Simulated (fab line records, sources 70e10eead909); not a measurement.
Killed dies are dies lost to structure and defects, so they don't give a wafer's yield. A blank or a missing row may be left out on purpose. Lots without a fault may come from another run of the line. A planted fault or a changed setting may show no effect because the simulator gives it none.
Which tool did it? | flow nand_harc | 11 lots, 33 wafers sampled, at 5 steps of a route of 1302

WHAT THE GAUGES READ, wafer by wafer
NHARC_END_SORT_01.
lot  | measured     | on        | defect_limited_yield (%) | killed_at_array | killed_at_other | killed_at_periphery | killed_dies | killed_open | killed_short | sort_bin_2_pct (%) | sort_bin_3_pct (%) | sort_bin_4_pct (%) | sort_n_pass | sort_rim_yield_pct (%) | sort_yield_pct (%)
L138 | day 29 21:07 | prober-02 | 93 94 94                 | 41 34 39        | 0 2 0           | 4 2 2               | 45 38 41    | 5 3 1       | 3 5 1        | 3.0 1.8 1.5        | 0.1 0.4 0.4        | 3.5 3.4 4.1        | 632 639 636 | 92 94 87               | 93 94 94

WHICH TOOL RAN EACH LOT (tool, then ch and the chambers of the sampled wafers, then the start)
lot  | NHARC_P_M1_ANNEAL_31             | NHARC_P_M2_ETCH_35                | NHARC_P_M2_PRE_CLEAN_30                 | NHARC_P_M2_ANNEAL_31
L128 | rtp_anneal-02 ch 0, day 6 21:25  | rie_diel-02 ch 1,2,3, day 6 23:52 | pvd_sputter-01, day 7 01:32 or earlier  | rtp_anneal-02 ch 0, day 7 01:32
L129 | rtp_anneal-02 ch 0, day 7 02:53  | rie_diel-08 ch 1,3, day 7 05:20   | pvd_sputter-01, day 7 07:06 or earlier  | rtp_anneal-02 ch 0, day 7 07:06
L130 | rtp_anneal-01 ch 0, day 7 21:29  | rie_diel-08 ch 1,2,3, day 7 23:42 | pvd_sputter-02, day 8 01:32 or earlier  | rtp_anneal-02 ch 0, day 8 01:32
L131 | rtp_anneal-01 ch 0, day 7 23:13  | rie_diel-09 ch 1,2,3, day 8 01:42 | pvd_sputter-01, day 8 03:22 or earlier  | rtp_anneal-02 ch 0, day 8 03:22
L132 | rtp_anneal-02 ch 0, day 8 12:16  | rie_diel-09 ch 0,3, day 8 14:47   | pvd_sputter-02, day 8 16:34 or earlier  | rtp_anneal-02 ch 0, day 8 16:34
L134 | rtp_anneal-02 ch 0, day 9 03:52  | rie_diel-09 ch 0,2,3, day 9 06:21 | pvd_sputter-02, day 9 08:00 or earlier  | rtp_anneal-02 ch 0, day 9 08:00
L133 | rtp_anneal-01 ch 0, day 9 05:22  | rie_diel-09 ch 0,3, day 9 07:37   | pvd_sputter-03, day 9 09:24 or earlier  | rtp_anneal-01 ch 0, day 9 09:24
L135 | rtp_anneal-02 ch 0, day 9 17:07  | rie_diel-09 ch 1,2,3, day 9 19:35 | pvd_sputter-03, day 9 21:16 or earlier  | rtp_anneal-01 ch 0, day 9 21:16
L136 | rtp_anneal-01 ch 0, day 10 09:29 | rie_diel-09 ch 1,2, day 10 12:02  | pvd_sputter-02, day 10 14:01 or earlier | rtp_anneal-02 ch 0, day 10 14:01
L138 | rtp_anneal-02 ch 0, day 11 06:56 | rie_diel-09 ch 0,3, day 11 09:17  | pvd_sputter-02, day 11 11:36 or earlier | rtp_anneal-01 ch 0, day 11 11:36
L148 | rtp_anneal-02 ch 0, day 15 03:36 | rie_diel-08 ch 0,1, day 15 05:58  | pvd_sputter-01, day 15 07:49 or earlier | rtp_anneal-02 ch 0, day 15 07:49
- NHARC_P_M1_ANNEAL_31: time 90 s.
- NHARC_P_M2_ETCH_35: etches the open film in N2/H2, target depth 40 nm, overetch 12 nm, time 43.94 s.
- NHARC_P_M2_PRE_CLEAN_30: time 30 s.
- NHARC_P_M2_ANNEAL_31: time 90 s.

WHAT THE TOOLS THEMSELVES READ (means of the sampled wafers that have a number; where no wafer has one, the mark that the record gives instead)
NHARC_P_M1_ANNEAL_31.
lot  | tool          | wafer_temp_C_max
L128 | rtp_anneal-02 | 226.09
L129 | rtp_anneal-02 | 226.07
L130 | rtp_anneal-01 | 226.15
L131 | rtp_anneal-01 | 225.86
L132 | rtp_anneal-02 | 226.08
L134 | rtp_anneal-02 | 225.96
L133 | rtp_anneal-01 | 226.06
L135 | rtp_anneal-02 | 226.28
L136 | rtp_anneal-01 | 225.96
L138 | rtp_anneal-02 | 226.30
L148 | rtp_anneal-02 | 226.24

NHARC_P_M2_ETCH_35.
lot  | tool        | chamber_pressure_mTorr (mTorr) | drypump_motor_current_A (A) | oes_product_au (a.u.) | rf_vpp_V (V) | run_length_s (s) | showerhead_plenum_p_Torr (Torr) | throttle_valve_pct (%)
L128 | rie_diel-02 | 30.004                         | 5.3                         | 0.997                 | 432.8        | 65.1             | 2.11                            | 14.175
L129 | rie_diel-08 | 30.021                         | 5.7                         | 0.998                 | 430.8        | 65.4             | 2.03                            | 14.165
L130 | rie_diel-08 | 30.020                         | 5.5                         | 0.988                 | 428.1        | 65.2             | 1.97                            | 14.180
L131 | rie_diel-09 | 30.012                         | 5.9                         | 1.002                 | 431.0        | 64.5             | 2.04                            | 14.169
L132 | rie_diel-09 | 29.995                         | 5.4                         | 0.999                 | 430.8        | 65.1             | 2.05                            | 14.170
L134 | rie_diel-09 | 30.018                         | 5.6                         | 0.988                 | 429.1        | 64.9             | 1.98                            | 14.165
L133 | rie_diel-09 | 29.999                         | 5.4                         | 0.994                 | 430.8        | 65.2             | 2.05                            | 14.172
L135 | rie_diel-09 | 30.023                         | 5.9                         | 1.002                 | 431.0        | 64.9             | 2.04                            | 14.171
L136 | rie_diel-09 | 30.021                         | 5.9                         | 1.005                 | 430.8        | 64.5             | 2.05                            | 14.173
L138 | rie_diel-09 | 30.013                         | 5.4                         | 0.995                 | 429.6        | 65.1             | 2.05                            | 14.170
L148 | rie_diel-08 | 30.038                         | 5.2                         | 0.996                 | 427.5        | 60.4             | 1.94                            | 14.172

NHARC_P_M2_PRE_CLEAN_30.
lot  | tool           | heater_power_w (W)
L128 | pvd_sputter-01 | 403
L129 | pvd_sputter-01 | 397
L130 | pvd_sputter-02 | 378
L131 | pvd_sputter-01 | 402
L132 | pvd_sputter-02 | 370
L134 | pvd_sputter-02 | 375
L133 | pvd_sputter-03 | 403
L135 | pvd_sputter-03 | 431
L136 | pvd_sputter-02 | 372
L138 | pvd_sputter-02 | 367
L148 | pvd_sputter-01 | 386

NHARC_P_M2_ANNEAL_31.
lot  | tool          | wafer_temp_C_max
L128 | rtp_anneal-02 | 225.95
L129 | rtp_anneal-02 | 225.91
L130 | rtp_anneal-02 | 226.30
L131 | rtp_anneal-02 | 225.96
L132 | rtp_anneal-02 | 226.23
L134 | rtp_anneal-02 | 226.14
L133 | rtp_anneal-01 | 226.19
L135 | rtp_anneal-01 | 225.78
L136 | rtp_anneal-02 | 226.02
L138 | rtp_anneal-01 | 226.28
L148 | rtp_anneal-02 | 226.24

THE ANSWER, worked out from the rows above alone
Rule: what is usual is taken from the lots themselves. Put in order of their means at a reading, lots are off if they are a third of the lots or fewer, leave a main group of 4 or more, and stand apart from it by a gap of 3 or more times the standard deviation of the main group's means; of several such gaps the widest counts. A main group whose means are all the same, to the digits that the tables above print for the reading, isn't used. A lot without any number at a reading at which 4 lots or more have one is off too. The other lots that the step has rows for count as sound. The gauges are gone through in route order, then the tools' own readings, and for those a lot's mean is taken as printed above. The first step at which some lot is off is used, and at that step the reading that is off furthest; a lot without a number counts as furthest.
Off: L148, at NHARC_P_M2_ETCH_35 (run_length_s). The main group: mean 65.0 s, standard deviation 0.28.
A tool fits if, at that step or a process step before it, it ran every lot that is off, and no sound lot after the first of them. Can't be told from this: 2 tools fit, rtp_anneal-02 at NHARC_P_M1_ANNEAL_31, rie_diel-08 at NHARC_P_M2_ETCH_35.

WHAT THE SIMULATOR HAD PUT IN
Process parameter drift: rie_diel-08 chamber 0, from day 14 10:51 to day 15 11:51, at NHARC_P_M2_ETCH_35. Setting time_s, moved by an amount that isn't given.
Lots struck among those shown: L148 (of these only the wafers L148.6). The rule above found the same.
